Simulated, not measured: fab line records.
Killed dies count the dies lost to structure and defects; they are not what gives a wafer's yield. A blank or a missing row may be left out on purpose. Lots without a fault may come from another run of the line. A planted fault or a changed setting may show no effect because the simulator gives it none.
Chamber matching :: flow nand-harc :: 4 sister chambers for NHARC_A_STAIRCASE_TRIM_20 on rie-diel-09
The step chemistry O2, time 211.2 s. 8 wafers are shown with their chamber, then 9 later ones without.

== WAFERS, EACH WITH ITS CHAMBER ==
wafer: L077.6
chamber: 0
showerhead-plenum-p-Torr (Torr): 3.48
drypump-motor-current-A (A): 5.3

wafer: L081.2
chamber: 1
showerhead-plenum-p-Torr (Torr): 3.67
drypump-motor-current-A (A): 5.4

wafer: L081.3
chamber: 3
showerhead-plenum-p-Torr (Torr): 3.66
drypump-motor-current-A (A): 5.4

wafer: L085.3
chamber: 1
showerhead-plenum-p-Torr (Torr): 3.66
drypump-motor-current-A (A): 5.4

wafer: L085.4
chamber: 0
showerhead-plenum-p-Torr (Torr): 3.46
drypump-motor-current-A (A): 5.2

wafer: L084.1
chamber: 2
showerhead-plenum-p-Torr (Torr): 3.40
drypump-motor-current-A (A): 5.6

wafer: L084.5
chamber: 3
showerhead-plenum-p-Torr (Torr): 3.65
drypump-motor-current-A (A): 5.3

wafer: L084.6
chamber: 2
showerhead-plenum-p-Torr (Torr): 3.40
drypump-motor-current-A (A): 5.6

== WAFERS WITHOUT THEIR CHAMBER ==
wafer: L091.1
showerhead-plenum-p-Torr (Torr): 3.65
drypump-motor-current-A (A): 5.4

wafer: L091.2
showerhead-plenum-p-Torr (Torr): 3.65
drypump-motor-current-A (A): 5.3

wafer: L091.4
showerhead-plenum-p-Torr (Torr): 3.65
drypump-motor-current-A (A): 5.3

wafer: L093.1
showerhead-plenum-p-Torr (Torr): 3.40
drypump-motor-current-A (A): 5.6

wafer: L093.2
showerhead-plenum-p-Torr (Torr): 3.45
drypump-motor-current-A (A): 5.2

wafer: L093.5
showerhead-plenum-p-Torr (Torr): 3.45
drypump-motor-current-A (A): 5.2

wafer: L097.2
showerhead-plenum-p-Torr (Torr): 3.64
drypump-motor-current-A (A): 5.4

wafer: L097.4
showerhead-plenum-p-Torr (Torr): 3.40
drypump-motor-current-A (A): 5.5

wafer: L097.6
showerhead-plenum-p-Torr (Torr): 3.40
drypump-motor-current-A (A): 5.6

== CHAMBER TAKEN BY EACH ==
wafer: L091.1
from the rows above: can't be placed: 3 or 1
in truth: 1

wafer: L091.2
from the rows above: can't be placed: 3 or 1
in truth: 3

wafer: L091.4
from the rows above: can't be placed: 3 or 1
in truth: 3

wafer: L093.1
from the rows above: 2
in truth: 2

wafer: L093.2
from the rows above: 0
in truth: 0

wafer: L093.5
from the rows above: 0
in truth: 0

wafer: L097.2
from the rows above: can't be placed: 3 or 1
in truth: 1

wafer: L097.4
from the rows above: 2
in truth: 2

wafer: L097.6
from the rows above: 2
in truth: 2
Correct placement for 5 of the 9. Not placeable from these rows: 4 (in 4, the candidates include the true chamber). Placed wrongly: 0.
How it was worked out, from the rows above alone: a wafer's distance from a chamber is the root of the sum, over the readings, of the square of ((its reading less the chamber's mean) divided by the reading's scatter). The wafer belongs to the nearest chamber; if the next one is less than 2 further off, it can't be placed. For every chamber, the mean is computed from those of its wafers that are shown. The scatter: take each reading less its chamber's mean, square it, sum over the shown wafers, divide by the number of wafers less the number of chambers, and take the root.
